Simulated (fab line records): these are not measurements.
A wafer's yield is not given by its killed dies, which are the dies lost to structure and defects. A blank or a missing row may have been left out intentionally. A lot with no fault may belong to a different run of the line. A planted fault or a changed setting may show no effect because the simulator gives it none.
A struck lot beside a sound one    flow nand-harc    15 out of 1302 route steps
Sound: these wafers, L213.2, L213.3, L213.5. Struck: wafer L222.2 (L222.4, L222.6, from the same lot, were not struck and are left out); the cause is given at the end.
Per side, at each step with rows, come the tool, then ch with its chambers, and then its first start. Under that, the readings that differ: sound wafers    struck wafers    difference of the means    sigmas: that difference in standard deviations of wafers without a fault.
alike: same words and numbers on both sides, and readings whose means sit less than 2 such deviations apart. not compared: any withheld reading, any reading some wafer has no value for, any bound like >300 that may hide the same value, and any number with overlapping values for which the record gives no deviation.
A row with sigmas, a row that says differs or no value, or rows on one side alone: a step with any of these is where the two part. Numbers that don't overlap but have no deviation are shown without sigmas and don't part them. A reading missing from all wafers of one side parts the sides only when that side holds two or more wafers.

first, 2 steps without rows for these wafers: NHARC_A_DECK1_JOINT_ANNEAL_28 (time 1800 s); NHARC_A_DECK1_JOINT_ANNEAL_29 (time 1800 s).
NHARC_A_DECK1_JOINT_CMP_02: polishes SiOx.
  sound on cmp-04 ch 2,3, day 16 22:59; struck on cmp-02 ch 3, day 20 11:01
  alike: motor-current-A
after that, 1 step had no rows for these wafers: NHARC_A_DECK1_JOINT_SRD_15.
NHARC_A_DECK1_JOINT_DEP_16: deposits SiO2, target thk 45 nm.
  sound on pecvd-04 ch 0,1,2, day 16 23:24; struck on pecvd-04 ch 0, day 20 11:26
reading                 sound           struck  difference  sigmas
heater-power-w (W)      577 465 500     679     +165        +2
throttle-valve-pct (%)  16.2 16.1 16.5  15.5    -0.8        -2
  not compared: since-wet-clean-h
NHARC_A_DECK1_JOINT_THK_MEAS_17: measures by ellipsometry.
  struck on film-metro-02, day 20 11:40; sound on film-metro-01, day 16 23:39
  alike: thk-nm
NHARC_A_DECK1_JOINT_INSPECT_05:
  struck on defect-inspect-02, day 20 11:42; sound on defect-inspect-02, day 16 23:41
  alike: raw-defect-count
then NHARC_A_ONON_D2_DEP_00 (target thk 1000 nm), 1 step lacking rows for these wafers.
NHARC_A_ONON_D2_THK_MEAS_02: measures by ellipsometry.
  struck on film-metro-02, day 20 12:16; sound on film-metro-01, day 17 00:16
  alike: thk-nm
then NHARC_A_ONON_D2_DEP_03 (target thk 1000 nm), 1 step lacking rows for these wafers.
NHARC_A_ONON_D2_THK_MEAS_05: measures by ellipsometry.
  struck on film-metro-01, day 20 12:50; sound on film-metro-01, day 17 00:50
  alike: thk-nm
NHARC_A_ONON_D2_DEP_06: target thk 1000 nm.
  sound on pecvd-onon-01 ch 0, day 17 00:57; struck on pecvd-onon-04 ch 0, day 20 12:57
  alike: sih4-flow-sccm
NHARC_A_ONON_D2_THK_MEAS_08: measures by ellipsometry.
  struck on film-metro-01, day 20 13:24; sound on film-metro-01, day 17 01:24
reading      sound          struck  difference  sigmas
thk-nm (nm)  999 1001 1000  345     -655        -67
then NHARC_A_ONON_D2_DEP_09 (target thk 1000 nm), 1 step lacking rows for these wafers.
-- the record jumps here: 12 days lie between the struck wafers' starts before and after (it left off in module A_ONON_D2 and takes up again in module END, whose first step shown is number 1302 of the route) --
NHARC_END_SORT_01:
  here the record holds rows for the struck wafers (prober-01 ch 0, day 32 02:56) but none for the sound ones

WHERE THEY PART
Last at NHARC_END_SORT_01 as far as this record goes, first at NHARC_A_DECK1_JOINT_DEP_16.

WHY: whatever the simulator had introduced
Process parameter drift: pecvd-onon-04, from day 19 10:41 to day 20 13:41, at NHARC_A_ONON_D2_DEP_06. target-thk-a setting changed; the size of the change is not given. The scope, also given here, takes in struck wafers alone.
